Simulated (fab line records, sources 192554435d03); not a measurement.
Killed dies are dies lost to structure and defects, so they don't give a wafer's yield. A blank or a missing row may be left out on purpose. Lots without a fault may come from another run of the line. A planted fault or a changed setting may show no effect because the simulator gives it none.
Which tool did it? | flow n5_finfet | 12 lots, 36 wafers sampled, at 2 steps of a route of 1938

WHAT THE GAUGES READ, wafer by wafer
N5_BEOL_M5_OVL_MEAS_12.
lot  | measured     | on         | M5_OVL (nm)
L075 | day 8 10:19  | overlay-01 | 1.5 0.7 2.7
L077 | day 8 20:26  | overlay-01 | 0.2 0.2 0.5
L079 | day 9 05:50  | overlay-02 | 0.5 0.6 1.0
L081 | day 9 19:58  | overlay-01 | 0.5 1.3 1.3
L083 | day 10 06:49 | overlay-01 | 0.7 0.1 1.1
L085 | day 10 19:36 | overlay-01 | 0.5 0.2 0.4
L087 | day 11 12:52 | overlay-01 | 0.8 0.4 1.6
L088 | day 12 01:23 | overlay-02 | 0.4 -0.2 -1.4
L091 | day 12 03:25 | overlay-01 | 1.1 1.3 0.8
L093 | day 12 21:00 | overlay-01 | -1.0 -0.9 -0.1
L095 | day 13 09:14 | overlay-02 | 0.5 0.9 0.9
L097 | day 14 05:16 | overlay-01 | 1.1 2.4 1.1

WHICH TOOL RAN EACH LOT (tool, then ch and the chambers of the sampled wafers, then the start)
lot  | N5_BEOL_M5_CURE_79
L075 | uv_cure-01 ch 0, day 8 08:28
L077 | uv_cure-01 ch 2, day 8 16:56
L079 | uv_cure-03 ch 2, day 9 04:23
L081 | uv_cure-02 ch 1, day 9 17:55
L083 | uv_cure-01 ch 1, day 10 04:56
L085 | uv_cure-02 ch 2, day 10 17:58
L087 | uv_cure-01 ch 1, day 11 11:11
L088 | uv_cure-01 ch 1, day 11 22:45
L091 | uv_cure-02 ch 2, day 12 02:14
L093 | uv_cure-03 ch 2, day 12 18:46
L095 | uv_cure-02 ch 1, day 13 07:58
L097 | uv_cure-02 ch 0, day 14 02:56
- N5_BEOL_M5_CURE_79: cures SiCOH lowk, time 240 s.

THE ANSWER, worked out from the rows above alone
Rule: what is usual is taken from the lots themselves. Put in order of their means at a reading, lots are off if they are a third of the lots or fewer, leave a main group of 4 or more, and stand apart from it by a gap of 3 or more times the standard deviation of the main group's means; of several such gaps the widest counts. A main group whose means are all the same, to the digits that the tables above print for the reading, isn't used. A lot without any number at a reading at which 4 lots or more have one is off too. The other lots that the step has rows for count as sound.
No lot is off at any reading shown: from this, nothing can be told.

WHAT THE SIMULATOR HAD PUT IN
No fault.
